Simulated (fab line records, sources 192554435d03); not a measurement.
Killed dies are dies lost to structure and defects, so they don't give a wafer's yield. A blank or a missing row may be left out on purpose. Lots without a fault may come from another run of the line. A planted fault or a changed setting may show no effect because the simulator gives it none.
fab line records | flow n5_finfet
record lots=24 wafers=72 last_day=20
route steps=1938 shown BEOL_M0_SAQP@650 BEOL_M0@732
lots that met no fault: from a run of the same line without faults
start_h: hours from the record's first day to the start of the lot's first wafer shown | wait_h: hours since the lot's step before | " the same as in the row above | L1.1+2: a row that stands for several wafers | - no value, or no start given | * or withheld: withheld | < > ~ a bound
route shown NAME@n: a module of which the file shows steps, and the number in the route of the first | usual: mean/standard deviation of fault-free wafers | same: alike in all rows | chamber/n: place in a boat | sites: the reading at each site | _std_site: their standard deviation | _edge_site: outer sites' mean less inner sites' | radius_mm: how far each site lies from the wafer's centre | mask NAME#n: copy n | behind: the tool/chamber that last shaped the wafer | hold: why the lot was held/for how many hours/how that ended | device: the transistor (n, p or np) that didn't switch | end of line: the same wafers' tests at the end of the route | a step without rows: its recipe alone | killed: dies lost to structure and defects at the first sort, not the wafer's yield | map: a wafer's dies, x killed, . not, _ none there
set.NAME: the setting as run; set.NAME@STEP: as run at that earlier step | model.NAME: the simulator's own value behind a step, which no gauge read
steps of the route over a sample of lots; a table a step, a row a wafer
services: from which hour (start_h, from the record's first day; less than 0 if before it) a tool's chamber was out of use, for how many hours, and why
## steps
# step N5_BEOL_M0_SAQP_OVL_MEAS_15
# recipe points_per_wafer=44
# usual M0_CORE_OVL=-0.2/0.77
# columns lot.wafer tool chamber start_h wait_h M0_CORE_OVL[nm]
L074.2 overlay-02 0 109.77 0.0 1.2
L074.4 " 0 " " 0.1
L074.6 " 0 " " 0.6
L075.2 overlay-02 0 117.06 0.0 -0.6
L075.4 " 0 " " 0.2
L075.5 " 0 " " -1.2
L076.3 overlay-01 0 122.06 0.0 -0.3
L076.4 " 0 " " -0.3
L076.5 " 0 " " -0.2
L077.1 overlay-02 0 125.44 0.0 -1.8
L077.5 " 0 " " -0.4
L077.6 " 0 " " -0.6
L078.1 overlay-02 0 131.80 0.0 -1.0
L078.4 " 0 " " -0.1
L078.5 " 0 " " -1.0
L079.1 overlay-02 0 137.20 0.0 -1.0
L079.2 " 0 " " -0.6
L079.3 " 0 " " -1.1
L080.1 overlay-02 0 142.14 0.0 0.5
L080.2 " 0 " " -0.8
L080.4 " 0 " " -0.2
L081.2 overlay-01 0 149.03 0.0 -0.5
L081.3 " 0 " " 0.5
L081.4 " 0 " " 0.1
L082.3 overlay-02 0 161.31 0.0 -2.3
L082.5 " 0 " " -0.9
L082.6 " 0 " " -2.1
L083.1 overlay-02 0 161.79 0.0 -0.8
L083.3 " 0 " " -0.6
L083.5 " 0 " " -0.1
L084.3 overlay-01 0 174.30 0.0 0.3
L084.5 " 0 " " -0.1
L084.6 " 0 " " 0.2
L085.3 overlay-02 0 178.27 0.0 0.5
L085.4 " 0 " " -0.7
L085.6 " 0 " " 0.4
L086.2 overlay-02 0 182.55 0.0 0.2
L086.3 " 0 " " 0.3
L086.5 " 0 " " 0.0
L087.1 overlay-01 0 193.64 0.0 1.3
L087.2 " 0 " " 0.3
L087.5 " 0 " " 0.1
L088.1 overlay-02 0 198.86 0.0 0.7
L088.3 " 0 " " 1.0
L088.6 " 0 " " 1.5
L089.2 overlay-01 0 202.85 0.0 0.3
L089.3 " 0 " " 0.3
L089.5 " 0 " " 0.0
L090.4 overlay-02 0 205.51 0.0 0.1
L090.5 " 0 " " -0.9
L090.6 " 0 " " -0.5
L091.2 overlay-01 0 213.39 0.0 0.6
L091.4 " 0 " " 0.0
L091.6 " 0 " " -1.2
L092.3 overlay-02 0 216.15 0.0 -0.9
L092.4 " 0 " " -1.4
L092.5 " 0 " " -1.1
L093.1 overlay-01 0 223.47 0.0 -0.3
L093.2 " 0 " " -0.3
L093.6 " 0 " " 0.4
L094.1 overlay-01 0 226.88 0.0 0.2
L094.2 " 0 " " -0.2
L094.6 " 0 " " -1.0
L095.2 overlay-01 0 230.85 0.0 -0.8
L095.3 " 0 " " -0.8
L095.6 " 0 " " -0.9
L096.1 overlay-01 0 237.48 0.0 -0.6
L096.2 " 0 " " 0.0
L096.4 " 0 " " -0.6
L097.1 overlay-02 0 249.67 0.0 -1.0
L097.2 " 0 " " -0.6
L097.4 " 0 " " 0.9
# step N5_BEOL_M0_SAQP_ETCH_84
# recipe chemistry=N2/H2 target=SOC target_depth_a=1000 overetch_a=200 mask_material=SiARC temp_c=40 time_s=150 ion_energy_ev=200 pressure_mtorr=30 source_w=840 bias_w=150 n2_flow_sccm=200 h2_flow_sccm=200
# usual drypump_motor_current_A=5.6/0.47 oes_product_au=0.68/0.07 rf_vpp_V=524.5/2.6 showerhead_plenum_p_Torr=2.56/0.089 temp_c=40.00/0.12 throttle_valve_pct=17.68/0.16
# columns lot.wafer tool chamber start_h wait_h drypump_motor_current_A oes_product_au rf_hours_counter_h rf_vpp_V showerhead_plenum_p_Torr temp_c throttle_valve_pct
L074.2 rie_diel-05 3 110.48 0.0 4.9 0.63 202 526.4 2.60 40.15 17.59
L074.4 " 2 " " 5.6 0.61 225 520.5 2.40 40.03 17.79
L074.6 " 0 " " 5.6 0.64 - 522.3 2.51 40.11 17.97
L075.2 rie_diel-03 1 117.20 0.0 6.4 0.61 240 523.7 2.49 40.02 17.65
L075.4 " 2 " " 5.6 0.62 216 526.6 2.62 39.71 17.78
L075.5 " 2 " " 5.7 0.62 - 526.1 2.62 39.97 17.77
L076.3 rie_diel-05 2 122.21 0.0 5.5 0.61 227 519.9 2.39 40.07 17.78
L076.4 " 1 " " 5.4 0.80 32 528.5 2.70 40.22 17.38
L076.5 " 3 " " 5.0 0.64 - 526.4 2.60 39.94 17.61
L077.1 rie_diel-05 2 126.03 0.0 5.6 0.61 228 519.3 2.39 40.13 17.78
L077.5 " 0 " " 5.6 0.64 - 522.8 2.51 39.80 17.99
L077.6 " 1 " " 5.4 0.80 - 529.1 2.70 39.99 17.38
L078.1 rie_diel-05 0 131.94 0.0 5.6 0.64 237 523.4 2.51 39.88 18.01
L078.4 " 3 " " 5.0 0.63 208 527.5 2.60 39.97 17.61
L078.5 " 3 " " 5.0 0.63 - 525.9 2.60 39.97 17.61
L079.1 rie_diel-03 2 137.36 0.0 5.7 0.61 221 524.8 2.62 40.25 17.79
L079.2 " 0 " " 5.1 0.65 184 525.8 2.62 40.03 17.70
L079.3 " 3 " " 5.1 0.77 40 526.7 2.59 40.01 17.65
L080.1 rie_diel-05 0 142.75 0.0 5.6 0.63 240 523.6 2.51 39.94 18.00
L080.2 " 3 " " 5.0 0.63 212 528.1 2.59 39.96 17.61
L080.4 " 1 " " 5.4 0.79 39 528.0 2.69 39.92 17.39
L081.2 rie_diel-03 1 149.28 0.0 6.3 0.61 248 523.8 2.49 40.09 17.67
L081.3 " 3 " " 5.1 0.75 44 524.8 2.59 39.94 17.66
L081.4 " 0 " " 5.1 0.65 188 525.6 2.62 40.16 17.72
L082.3 rie_diel-03 2 161.47 0.0 5.7 0.61 228 526.1 2.62 40.03 17.79
L082.5 " 3 " " 5.2 0.75 - 524.9 2.59 39.70 17.65
L082.6 " 0 " " 5.1 0.65 - 527.3 2.62 40.09 17.71
L083.1 rie_diel-03 2 161.94 0.0 5.6 0.61 229 526.1 2.62 39.73 17.80
L083.3 " 3 " " 5.2 0.75 49 523.7 2.59 39.92 17.64
L083.5 " 0 " " 5.1 0.64 - 525.6 2.62 39.92 17.72
L084.3 rie_diel-03 2 174.44 0.0 5.6 0.61 234 525.9 2.61 39.87 17.79
L084.5 " 0 " " 5.1 0.65 - 527.6 2.62 39.93 17.73
L084.6 " 2 " " 5.6 0.61 - 526.1 2.61 40.07 17.79
L085.3 rie_diel-02 1 178.42 0.0 6.4 0.69 124 521.3 2.44 39.94 17.79
L085.4 " 2 " " 5.6 0.67 183 526.6 2.64 40.02 17.73
L085.6 " 1 " " 6.4 0.70 - 521.7 2.44 40.26 17.79
L086.2 rie_diel-02 3 182.69 0.0 6.0 0.66 189 519.5 2.40 39.80 17.63
L086.3 " 2 " " 5.6 0.66 185 527.2 2.63 40.00 17.73
L086.5 " 3 " " 6.0 0.66 - 519.1 2.40 39.81 17.63
L087.1 rie_diel-02 3 194.08 0.0 6.0 0.66 192 520.4 2.40 40.09 17.64
L087.2 " 2 " " 5.6 0.66 189 527.6 2.63 40.06 17.74
L087.5 " 0 " " 5.0 0.62 - 525.4 2.61 40.10 17.65
L088.1 rie_diel-02 0 199.08 0.0 5.0 0.62 239 527.4 2.61 39.82 17.66
L088.3 " 1 " " 6.4 0.68 131 520.9 2.43 40.10 17.79
L088.6 " 3 " " 6.0 0.66 - 520.5 2.40 40.05 17.65
L089.2 rie_diel-03 3 203.01 0.0 5.2 0.73 63 524.4 2.58 40.33 17.67
L089.3 " 2 " " 5.6 0.60 244 524.5 2.61 39.96 17.82
L089.5 " 1 " " 6.4 0.85 - 522.8 2.49 40.10 17.25
L090.4 rie_diel-02 2 205.65 0.0 5.5 0.66 192 526.8 2.63 40.08 17.73
L090.5 " 1 " " 6.4 0.69 - 521.4 2.43 40.04 17.82
L090.6 " 0 " " 5.0 0.62 - 524.5 2.61 40.05 17.64
L091.2 rie_diel-02 0 213.53 0.0 5.0 0.62 244 524.2 2.61 40.02 17.66
L091.4 " 2 " " 5.6 0.66 195 527.3 2.63 39.95 17.74
L091.6 " 3 " " 6.0 0.65 - 519.5 2.40 39.95 17.64
L092.3 rie_diel-03 2 216.29 0.0 5.7 0.60 247 525.5 2.61 40.11 17.82
L092.4 " 1 " " 6.4 0.84 7 523.5 2.48 39.94 17.23
L092.5 " 2 " " 5.7 0.60 - 524.4 2.61 40.02 17.82
L093.1 rie_diel-03 3 224.05 0.0 5.2 0.73 70 525.6 2.58 39.96 17.68
L093.2 " 0 " " 5.1 0.64 212 526.3 2.61 40.15 17.76
L093.6 " 1 " " 6.4 0.83 - 521.7 2.48 39.96 17.24
L094.1 rie_diel-03 3 227.05 0.0 5.2 0.73 70 525.9 2.58 39.93 17.68
L094.2 " 1 " " 6.3 0.82 10 521.8 2.48 40.01 17.28
L094.6 " 0 " " 5.1 0.63 - 525.7 2.61 40.20 17.75
L095.2 rie_diel-03 3 230.99 0.0 5.2 0.72 71 524.5 2.58 39.94 17.69
L095.3 " 1 " " 6.3 0.82 11 521.7 2.48 39.89 17.26
L095.6 " 3 " " 5.2 0.72 - 525.0 2.58 39.83 17.69
L096.1 rie_diel-02 3 237.62 0.0 6.0 0.65 207 520.9 2.39 39.90 17.68
L096.2 " 2 " " 5.6 0.65 204 525.3 2.63 39.85 17.76
L096.4 " 3 " " 6.0 0.65 - 521.0 2.39 40.00 17.67
L097.1 rie_diel-05 3 250.17 0.0 5.0 0.61 245 524.7 2.58 39.93 17.68
L097.2 " 1 " " 5.4 0.75 77 527.6 2.68 40.10 17.46
L097.4 " 0 " " 5.6 0.83 17 521.4 2.49 39.94 17.65
# step N5_BEOL_M0_SAQP_HM_OPEN_112
# recipe chemistry=CHF3/O2 target=SiO2 stop_on=a-Si target_depth_a=120 over_etch_frac=1.25 mask_material=SOC time_s=13.5 pressure_mtorr=30 source_w=650 bias_w=170 Ar_flow_sccm=200 CHF3_flow_sccm=50 O2_flow_sccm=5 ion_energy_ev=200 ends=end_point
# usual drypump_motor_current_A=5.6/0.48 oes_o_777_au=0.75/0.08 oes_product_au=0.49/0.052 rf_vpp_V=532/6.7 showerhead_plenum_p_Torr=2.43/0.074 throttle_valve_pct=18.74/0.17
# columns lot.wafer tool chamber start_h wait_h drypump_motor_current_A oes_o_777_au oes_product_au rf_hours_counter_h rf_vpp_V showerhead_plenum_p_Torr throttle_valve_pct
L074.2 rie_diel-05 3 110.59 0.0 4.9 0.69 0.46 202 538 2.49 18.81
L074.4 " 2 " " 5.6 0.71 0.44 225 535 2.29 18.86
L074.6 " 0 " " 5.6 0.73 0.46 - 519 2.37 19.02
L075.2 rie_diel-03 1 117.31 0.0 6.3 0.69 0.45 240 523 2.38 18.71
L075.4 " 2 " " 5.6 0.68 0.45 216 534 2.47 18.69
L075.5 " 2 " " 5.6 0.67 0.45 - 533 2.47 18.68
L076.3 rie_diel-05 2 122.31 0.0 5.6 0.71 0.44 227 535 2.29 18.88
L076.4 " 1 " " 5.4 0.90 0.58 32 537 2.57 18.60
L076.5 " 3 " " 5.0 0.69 0.45 - 538 2.49 18.81
L077.1 rie_diel-05 2 126.14 0.0 5.6 0.69 0.44 229 535 2.29 18.87
L077.5 " 0 " " 5.5 0.72 0.47 - 518 2.37 19.03
L077.6 " 1 " " 5.4 0.89 0.58 - 536 2.57 18.58
L078.1 rie_diel-05 0 132.05 0.0 5.6 0.73 0.47 237 519 2.37 19.03
L078.4 " 3 " " 5.0 0.69 0.47 208 537 2.48 18.82
L078.5 " 3 " " 5.0 0.70 0.47 - 539 2.48 18.84
L079.1 rie_diel-03 2 137.46 0.0 5.6 0.67 0.46 221 533 2.47 18.69
L079.2 " 0 " " 5.1 0.73 0.48 184 538 2.48 18.77
L079.3 " 3 " " 5.2 0.82 0.56 40 540 2.47 18.66
L080.1 rie_diel-05 0 142.86 0.0 5.6 0.72 0.47 240 521 2.37 19.02
L080.2 " 3 " " 4.9 0.68 0.46 212 539 2.48 18.82
L080.4 " 1 " " 5.5 0.88 0.58 39 539 2.56 18.61
L081.2 rie_diel-03 1 149.39 0.0 6.4 0.68 0.44 248 524 2.38 18.74
L081.3 " 3 " " 5.2 0.81 0.55 44 540 2.47 18.66
L081.4 " 0 " " 5.1 0.73 0.47 188 538 2.48 18.78
L082.3 rie_diel-03 2 161.58 0.0 5.6 0.67 0.44 229 532 2.46 18.70
L082.5 " 3 " " 5.2 0.81 0.55 - 541 2.46 18.67
L082.6 " 0 " " 5.1 0.73 0.47 - 539 2.48 18.77
L083.1 rie_diel-03 2 162.04 0.0 5.5 0.67 0.44 229 532 2.46 18.69
L083.3 " 3 " " 5.1 0.81 0.54 49 540 2.46 18.69
L083.5 " 0 " " 5.1 0.72 0.47 - 539 2.48 18.78
L084.3 rie_diel-03 2 174.55 0.0 5.7 0.66 0.44 234 532 2.46 18.71
L084.5 " 0 " " 5.1 0.72 0.47 - 537 2.48 18.80
L084.6 " 2 " " 5.6 0.66 0.45 - 531 2.46 18.72
L085.3 rie_diel-02 1 178.52 0.0 6.4 0.78 0.51 124 529 2.33 18.97
L085.4 " 2 " " 5.6 0.73 0.49 183 530 2.47 18.57
L085.6 " 1 " " 6.4 0.77 0.51 - 527 2.33 18.98
L086.2 rie_diel-02 3 182.80 0.0 6.0 0.72 0.48 189 523 2.31 18.92
L086.3 " 2 " " 5.6 0.73 0.48 185 529 2.47 18.56
L086.5 " 3 " " 6.0 0.74 0.49 - 522 2.31 18.93
L087.1 rie_diel-02 3 194.19 0.0 6.0 0.73 0.48 192 523 2.31 18.92
L087.2 " 2 " " 5.6 0.73 0.48 189 529 2.47 18.57
L087.5 " 0 " " 5.0 0.71 0.45 - 531 2.47 18.59
L088.1 rie_diel-02 0 199.19 0.0 5.0 0.71 0.45 239 532 2.47 18.62
L088.3 " 1 " " 6.4 0.77 0.50 131 527 2.33 18.99
L088.6 " 3 " " 6.0 0.73 0.48 - 523 2.31 18.92
L089.2 rie_diel-03 3 203.12 0.0 5.1 0.79 0.54 64 539 2.46 18.71
L089.3 " 2 " " 5.6 0.66 0.44 244 533 2.46 18.75
L089.5 " 1 " " 6.4 0.95 0.62 - 523 2.37 18.34
L090.4 rie_diel-02 2 205.75 0.0 5.5 0.73 0.48 192 530 2.47 18.60
L090.5 " 1 " " 6.5 0.76 0.50 - 527 2.33 18.98
L090.6 " 0 " " 5.0 0.71 0.45 - 532 2.47 18.62
L091.2 rie_diel-02 0 213.64 0.0 5.0 0.70 0.44 244 531 2.47 18.61
L091.4 " 2 " " 5.6 0.73 0.48 195 530 2.47 18.61
L091.6 " 3 " " 6.0 0.72 0.47 - 524 2.31 18.95
L092.3 rie_diel-03 2 216.40 0.0 5.6 0.66 0.44 247 532 2.45 18.73
L092.4 " 1 " " 6.4 0.94 0.62 7 525 2.37 18.33
L092.5 " 2 " " 5.6 0.65 0.44 - 533 2.46 18.74
L093.1 rie_diel-03 3 224.16 0.0 5.1 0.79 0.52 70 538 2.46 18.71
L093.2 " 0 " " 5.1 0.71 0.46 212 538 2.47 18.82
L093.6 " 1 " " 6.4 0.94 0.61 - 524 2.37 18.34
L094.1 rie_diel-03 3 227.16 0.0 5.2 0.79 0.53 70 541 2.46 18.73
L094.2 " 1 " " 6.4 0.93 0.61 10 524 2.37 18.36
L094.6 " 0 " " 5.1 0.71 0.47 - 539 2.47 18.83
L095.2 rie_diel-03 3 231.10 0.0 5.2 0.79 0.53 72 538 2.46 18.73
L095.3 " 1 " " 6.3 0.92 0.60 11 522 2.37 18.37
L095.6 " 3 " " 5.1 0.79 0.53 - 539 2.46 18.72
L096.1 rie_diel-02 3 237.73 0.0 6.0 0.72 0.47 207 522 2.31 18.95
L096.2 " 2 " " 5.6 0.72 0.47 204 529 2.47 18.60
L096.4 " 3 " " 6.0 0.72 0.47 - 523 2.31 18.95
L097.1 rie_diel-05 3 250.27 0.0 4.9 0.67 0.44 245 539 2.47 18.88
L097.2 " 1 " " 5.4 0.83 0.53 78 537 2.55 18.68
L097.4 " 0 " " 5.5 0.95 0.61 17 519 2.36 18.69
# step N5_BEOL_M0_SAQP_STRIP_108
# recipe chemistry=N2/H2 power_w=500 temp_c=40 pressure_mtorr=50 rf_frequency_hz=6e+07 overash_fraction=0.3 bias_power_w=28 h2_frac=0.5 n2_flow_sccm=300 h2_flow_sccm=300
# usual drypump_motor_current_A=5.6/0.47 oes_product_au=0.75/0.076 rf_vpp_V=121.9/1.1 showerhead_plenum_p_Torr=3.35/0.13 temp_c=40.01/0.11 throttle_valve_pct=18.68/0.24
# columns lot.wafer tool chamber start_h wait_h drypump_motor_current_A oes_product_au rf_hours_counter_h rf_vpp_V showerhead_plenum_p_Torr temp_c throttle_valve_pct
L074.2 rie_diel-05 3 113.45 0.0 4.9 0.71 203 122.7 3.43 39.97 18.47
L074.4 " 1 " " 5.4 0.89 30 124.8 3.56 39.89 18.19
L074.6 " 2 " " 5.6 0.67 - 121.1 3.17 40.16 18.84
L075.2 rie_diel-02 1 119.51 0.0 6.5 0.79 110 120.1 3.23 39.95 18.73
L075.4 " 3 " " 6.0 0.74 169 121.4 3.19 39.99 18.40
L075.5 " 2 " " 5.6 0.76 - 121.2 3.49 40.22 18.98
L076.3 rie_diel-02 1 124.51 0.0 6.4 0.79 111 120.8 3.23 39.98 18.75
L076.4 " 3 " " 6.0 0.74 170 121.7 3.19 40.03 18.41
L076.5 " 2 " " 5.6 0.76 - 122.5 3.49 40.09 19.01
L077.1 rie_diel-02 2 128.35 0.0 5.6 0.75 167 122.1 3.49 40.02 19.00
L077.5 " 0 " " 5.0 0.70 - 123.1 3.45 39.98 18.75
L077.6 " 3 " " 6.0 0.73 - 120.8 3.19 40.12 18.41
L078.1 rie_diel-02 0 134.32 0.0 5.0 0.70 220 122.7 3.45 39.86 18.75
L078.4 " 1 " " 6.4 0.78 113 121.1 3.23 39.98 18.74
L078.5 " 3 " " 6.0 0.74 - 121.3 3.19 40.12 18.43
L079.1 rie_diel-03 0 140.16 0.0 5.1 0.73 185 122.8 3.46 39.87 18.57
L079.2 " 3 " " 5.2 0.85 41 121.7 3.42 40.13 18.81
L079.3 " 1 " " 6.3 0.67 246 122.7 3.29 39.99 18.83
L080.1 rie_diel-02 1 145.04 0.0 6.5 0.77 117 122.2 3.23 40.00 18.72
L080.2 " 2 " " 5.6 0.75 173 122.7 3.48 39.77 19.02
L080.4 " 3 " " 6.0 0.74 178 120.6 3.18 40.14 18.42
L081.2 rie_diel-02 1 151.85 0.0 6.4 0.78 119 120.7 3.23 39.93 18.73
L081.3 " 2 " " 5.6 0.75 175 122.6 3.48 39.92 19.01
L081.4 " 0 " " 5.1 0.69 225 122.7 3.45 40.03 18.74
L082.3 rie_diel-02 2 165.06 0.0 5.6 0.75 179 122.2 3.48 40.16 19.03
L082.5 " 2 " " 5.6 0.75 - 121.2 3.48 40.21 19.02
L082.6 " 3 " " 6.0 0.73 - 119.7 3.18 40.29 18.43
L083.1 rie_diel-02 1 165.49 0.0 6.4 0.78 120 122.0 3.23 40.11 18.75
L083.3 " 3 " " 6.0 0.74 185 121.4 3.18 39.95 18.42
L083.5 " 0 " " 5.0 0.70 - 123.0 3.45 40.08 18.76
L084.3 rie_diel-05 0 176.73 0.0 5.6 0.70 248 121.4 3.31 39.92 18.95
L084.5 " 1 " " 5.4 0.88 - 123.5 3.55 39.87 18.24
L084.6 " 2 " " 5.6 0.66 - 120.3 3.16 39.99 18.87
L085.3 rie_diel-05 0 182.01 0.0 5.6 0.71 250 120.6 3.31 40.13 18.95
L085.4 " 2 " " 5.6 0.66 - 119.4 3.16 39.90 18.88
L085.6 " 0 " " 5.6 0.70 - 121.0 3.31 40.11 18.96
L086.2 rie_diel-02 0 186.45 0.0 5.1 0.69 236 123.1 3.45 40.06 18.77
L086.3 " 3 " " 6.0 0.74 190 120.7 3.18 40.02 18.44
L086.5 " 0 " " 5.0 0.69 - 121.9 3.45 40.03 18.76
L087.1 rie_diel-02 3 196.42 0.0 6.0 0.73 193 121.7 3.18 40.21 18.45
L087.2 " 2 " " 5.6 0.74 189 120.1 3.47 40.10 19.04
L087.5 " 0 " " 5.0 0.69 - 122.3 3.44 40.10 18.78
L088.1 rie_diel-02 0 201.44 0.0 5.0 0.68 240 122.5 3.44 40.06 18.77
L088.3 " 1 " " 6.5 0.77 131 122.6 3.22 39.98 18.75
L088.6 " 2 " " 5.5 0.74 - 121.7 3.47 39.92 19.04
L089.2 rie_diel-05 2 205.45 0.0 5.6 0.66 254 121.2 3.16 39.99 18.90
L089.3 " 3 " " 5.0 0.70 227 122.1 3.42 40.07 18.52
L089.5 " 3 " " 5.0 0.70 - 120.8 3.42 40.05 18.51
L090.4 rie_diel-05 1 208.15 0.0 5.4 0.85 - 122.7 3.54 40.16 18.27
L090.5 " 3 " " 5.0 0.70 - 120.6 3.42 39.89 18.52
L090.6 " 2 " " 5.6 0.65 - 120.9 3.16 40.02 18.89
L091.2 rie_diel-03 2 216.73 0.0 5.6 0.67 247 122.3 3.44 39.93 18.85
L091.4 " 3 " " 5.2 0.82 67 122.1 3.41 40.05 18.83
L091.6 " 3 " " 5.2 0.83 - 123.6 3.41 39.96 18.84
L092.3 rie_diel-05 1 218.94 0.0 5.5 0.84 64 124.3 3.54 39.87 18.27
L092.4 " 0 " " 5.6 0.99 - 121.0 3.30 39.77 18.55
L092.5 " 3 " " 5.0 0.70 - 122.6 3.41 39.92 18.53
L093.1 rie_diel-03 0 226.33 0.0 5.1 0.71 213 122.8 3.44 39.94 18.60
L093.2 " 3 " " 5.2 0.81 70 123.4 3.41 40.07 18.84
L093.6 " 3 " " 5.2 0.81 - 120.8 3.41 39.96 18.84
L094.1 rie_diel-02 1 229.86 0.0 6.4 0.76 141 121.5 3.22 39.98 18.77
L094.2 " 3 " " 6.0 0.71 203 119.1 3.17 39.83 18.44
L094.6 " 1 " " 6.5 0.75 - 120.4 3.22 39.89 18.80
L095.2 rie_diel-05 1 234.39 0.0 5.5 0.85 70 122.4 3.53 39.97 18.26
L095.3 " 3 " " 5.0 0.69 239 121.0 3.41 40.04 18.52
L095.6 " 3 " " 5.0 0.69 - 122.7 3.41 39.87 18.53
L096.1 rie_diel-03 0 240.03 0.0 5.1 0.70 218 121.9 3.44 40.03 18.63
L096.2 " 3 " " 5.2 0.81 75 123.7 3.41 39.91 18.85
L096.4 " 3 " " 5.1 0.81 - 122.2 3.41 40.04 18.86
L097.1 rie_diel-02 2 253.06 0.0 5.6 0.72 213 122.2 3.46 40.07 19.08
L097.2 " 1 " " 6.4 0.76 150 121.0 3.21 40.00 18.80
L097.4 " 1 " " 6.4 0.75 - 121.6 3.21 40.22 18.81
# step N5_BEOL_M0_SURFACE_TREAT_137
# recipe gas=Ar time_s=* ion_energy_ev=* ion_current_ma_cm2=0.5 pressure_mtorr=* ar_flow_sccm=30
# usual throttle_valve_pct=*
# columns lot.wafer tool chamber start_h wait_h throttle_valve_pct
L074.2 pvd_sputter-02 - 119.88 0.4 *
L074.4 " - " " *
L074.6 " - " " *
L075.2 pvd_sputter-03 - 125.76 0.2 *
L075.4 " - " " *
L075.5 " - " " *
L076.3 pvd_sputter-03 - 131.30 0.1 *
L076.4 " - " " *
L076.5 " - " " *
L077.1 pvd_sputter-03 - 136.32 0.2 *
L077.5 " - " " *
L077.6 " - " " *
L078.1 pvd_sputter-03 - 141.40 0.2 *
L078.4 " - " " *
L078.5 " - " " *
L079.1 pvd_sputter-01 - 152.86 0.1 *
L079.2 " - " " *
L079.3 " - " " *
L080.1 pvd_sputter-02 - 153.42 0.4 *
L080.2 " - " " *
L080.4 " - " " *
L081.2 pvd_sputter-02 - 159.60 0.2 *
L081.3 " - " " *
L081.4 " - " " *
L083.1 pvd_sputter-02 - 171.85 0.2 *
L083.3 " - " " *
L083.5 " - " " *
L082.3 pvd_sputter-02 - 171.97 0.1 *
L082.5 " - " " *
L082.6 " - " " *
L084.3 pvd_sputter-02 - 185.34 0.2 *
L084.5 " - " " *
L084.6 " - " " *
L085.3 pvd_sputter-03 - 191.34 0.1 *
L085.4 " - " " *
L085.6 " - " " *
L086.2 pvd_sputter-03 - 193.00 0.2 *
L086.3 " - " " *
L086.5 " - " " *
L087.1 pvd_sputter-02 - 203.32 0.2 *
L087.2 " - " " *
L087.5 " - " " *
L088.1 pvd_sputter-02 - 215.07 0.1 *
L088.3 " - " " *
L088.6 " - " " *
L089.2 pvd_sputter-03 - 216.14 0.1 *
L089.3 " - " " *
L089.5 " - " " *
L090.4 pvd_sputter-03 - 219.10 0.2 *
L090.5 " - " " *
L090.6 " - " " *
L092.3 pvd_sputter-02 - 223.86 0.1 *
L092.4 " - " " *
L092.5 " - " " *
L091.2 pvd_sputter-02 - 232.46 0.9 *
L091.4 " - " " *
L091.6 " - " " *
L093.1 pvd_sputter-02 - 234.96 0.4 *
L093.2 " - " " *
L093.6 " - " " *
L094.1 pvd_sputter-03 - 236.52 0.2 *
L094.2 " - " " *
L094.6 " - " " *
L095.2 pvd_sputter-02 - 240.54 0.2 *
L095.3 " - " " *
L095.6 " - " " *
L096.1 pvd_sputter-03 - 248.29 1.5 *
L096.2 " - " " *
L096.4 " - " " *
L097.1 pvd_sputter-03 - 263.97 0.3 *
L097.2 " - " " *
L097.4 " - " " *
# step N5_BEOL_M0_INSPECT_127
# recipe inspect_instrument=darkfield mode=post_dep
# usual raw_defect_count=73/26
# columns lot.wafer tool chamber start_h wait_h raw_defect_count
L074.2 defect_inspect-02 - 122.04 0.0 65
L074.4 " - " " 61
L074.6 " - " " 54
L075.2 defect_inspect-02 - 128.29 0.0 27
L075.4 " - " " 46
L075.5 " - " " 43
L076.3 defect_inspect-02 - 134.45 0.0 86
L076.4 " - " " 85
L076.5 " - " " 127
L077.1 defect_inspect-02 - 138.29 0.0 71
L077.5 " - " " 49
L077.6 " - " " 63
L078.1 defect_inspect-01 - 143.07 0.0 47
L078.4 " - " " 59
L078.5 " - " " 43
L079.1 defect_inspect-01 - 154.57 0.0 79
L079.2 " - " " 43
L079.3 " - " " 82
L080.1 defect_inspect-02 - 156.96 0.0 60
L080.2 " - " " 60
L080.4 " - " " 47
L081.2 defect_inspect-02 - 161.31 0.0 81
L081.3 " - " " 68
L081.4 " - " " 66
L083.1 defect_inspect-02 - 173.51 0.0 76
L083.3 " - " " 77
L083.5 " - " " 45
L082.3 defect_inspect-02 - 173.73 0.0 71
L082.5 " - " " 48
L082.6 " - " " 55
L084.3 defect_inspect-02 - 189.89 0.0 87
L084.5 " - " " 31
L084.6 " - " " 82
L085.3 defect_inspect-02 - 193.01 0.0 69
L085.4 " - " " 93
L085.6 " - " " 122
L086.2 defect_inspect-02 - 194.97 0.0 67
L086.3 " - " " 56
L086.5 " - " " 44
L087.1 defect_inspect-02 - 205.05 0.0 125
L087.2 " - " " 124
L087.5 " - " " 93
L088.1 defect_inspect-02 - 216.72 0.0 87
L088.3 " - " " 116
L088.6 " - " " 68
L089.2 defect_inspect-02 - 217.73 0.0 61
L089.3 " - " " 102
L089.5 " - " " 84
L090.4 defect_inspect-02 - 220.72 0.0 95
L090.5 " - " " 45
L090.6 " - " " 80
L092.3 defect_inspect-02 - 225.87 0.0 64
L092.4 " - " " 95
L092.5 " - " " 65
L091.2 defect_inspect-02 - 234.11 0.0 92
L091.4 " - " " 65
L091.6 " - " " 49
L093.1 defect_inspect-02 - 236.92 0.0 90
L093.2 " - " " 136
L093.6 " - " " 116
L094.1 defect_inspect-02 - 238.69 0.0 36
L094.2 " - " " 61
L094.6 " - " " 63
L095.2 defect_inspect-01 - 242.41 0.0 84
L095.3 " - " " 76
L095.6 " - " " 44
L096.1 defect_inspect-01 - 249.96 0.0 95
L096.2 " - " " 74
L096.4 " - " " 91
L097.1 defect_inspect-02 - 265.92 0.0 60
L097.2 " - " " 56
L097.4 " - " " 69
## services
# columns tool chamber start_h hours kind
pvd_sputter-03 - 93.21 4.6 repair
rie_diel-03 - 107.77 2.8 pm
rie_diel-02 1 125.47 2.9 repair
pvd_sputter-01 - 133.60 1.9 repair
pvd_sputter-01 - 143.27 4.6 repair
rie_diel-05 - 154.02 2.8 pm
rie_diel-02 1 154.53 9.8 repair
rie_diel-03 1 154.81 - clean
rie_diel-03 1 154.81 - consumable_replace:focus_ring
rie_diel-03 1 154.81 34.2 scheduled_down
rie_diel-03 1 154.81 34.2 vent_cycle
rie_diel-05 3 171.94 12.6 repair
rie_diel-05 0 184.97 - clean
rie_diel-05 0 184.97 - consumable_replace:focus_ring
rie_diel-03 0 202.03 2.2 repair
rie_diel-03 2 225.93 - clean
rie_diel-03 2 225.93 - consumable_replace:focus_ring
rie_diel-03 2 225.93 25.0 scheduled_down
rie_diel-03 2 225.93 25.0 vent_cycle
rie_diel-02 1 229.90 7.5 repair
rie_diel-02 0 237.40 - clean
rie_diel-02 0 237.40 - consumable_replace:focus_ring
rie_diel-02 0 237.40 18.5 scheduled_down
rie_diel-02 0 237.40 18.5 vent_cycle
## key
fault none
